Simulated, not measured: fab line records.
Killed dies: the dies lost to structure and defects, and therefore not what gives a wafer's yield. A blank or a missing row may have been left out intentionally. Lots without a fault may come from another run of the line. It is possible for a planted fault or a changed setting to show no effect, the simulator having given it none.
Matching of chambers    flow n5-finfet    N5_BEOL_M11_DESCUM_16 on rie-diel-03 has 4 sister chambers
The step chemistry O2, time 7.9 s. 14 wafers are shown with their chamber, then 7 later ones without.

## WAFERS, EACH WITH ITS CHAMBER
wafer   chamber  showerhead-plenum-p-Torr (Torr)  drypump-motor-current-A (A)  throttle-valve-pct (%)
L077.1  1        2.14                             4.9                          20.4
L077.2  3        2.12                             5.8                          20.3
L077.3  0        2.19                             5.8                          21.1
L076.3  2        1.98                             5.9                          20.4
L076.4  3        2.12                             5.9                          20.3
L076.6  2        1.98                             6.0                          20.5
L079.1  3        2.12                             5.9                          20.3
L079.3  2        1.98                             6.0                          20.5
L079.5  2        1.98                             6.0                          20.5
L085.3  1        2.13                             4.9                          20.4
L085.5  0        2.19                             5.8                          21.1
L085.6  1        2.13                             4.9                          20.4
L089.1  1        2.13                             4.9                          20.4
L089.2  3        2.11                             5.9                          20.4

SIGNATURES (averages over the wafers above)
reading                   chamber 0  chamber 1  chamber 2  chamber 3  scatter within a chamber
showerhead-plenum-p-Torr  2.1900     2.1325     1.9800     2.1175     0.00387
drypump-motor-current-A   5.800      4.900      5.975      5.875      0.0387
throttle-valve-pct        21.100     20.400     20.475     20.325     0.0387
Rule: for each reading, subtract the chamber's mean from the wafer's reading, divide by that reading's scatter and square the result; add these up over the readings and take the root, which gives the wafer's distance from the chamber. If the next closest chamber is less than 2 further off than the closest, the wafer can't be placed; otherwise it belongs to the closest. The scatter is the square root of a quotient: the sum, over the shown wafers, of each reading's squared deviation from its chamber's mean, divided by wafers minus chambers.

## WAFERS WHOSE CHAMBER IS MISSING
wafer   showerhead-plenum-p-Torr (Torr)  drypump-motor-current-A (A)  throttle-valve-pct (%)
L089.6  2.18                             5.8                          21.1
L094.2  2.23                             6.0                          20.1
L094.3  2.18                             5.8                          21.1
L094.4  2.11                             5.9                          20.4
L097.2  2.23                             6.0                          20.1
L097.4  2.18                             5.8                          21.1
L097.5  2.11                             5.8                          20.4

## THE CHAMBER EACH PASSED THROUGH
wafer   from the rows above      in truth
L089.6  0                        0
L094.2  can't be placed: 0 or 3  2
L094.3  0                        0
L094.4  3                        3
L097.2  can't be placed: 0 or 3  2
L097.4  0                        0
L097.5  3                        3
Correct placement for 5 of the 7. Not placeable from these rows: 2 (in 0, the candidates include the true chamber). Placed wrongly: 0.
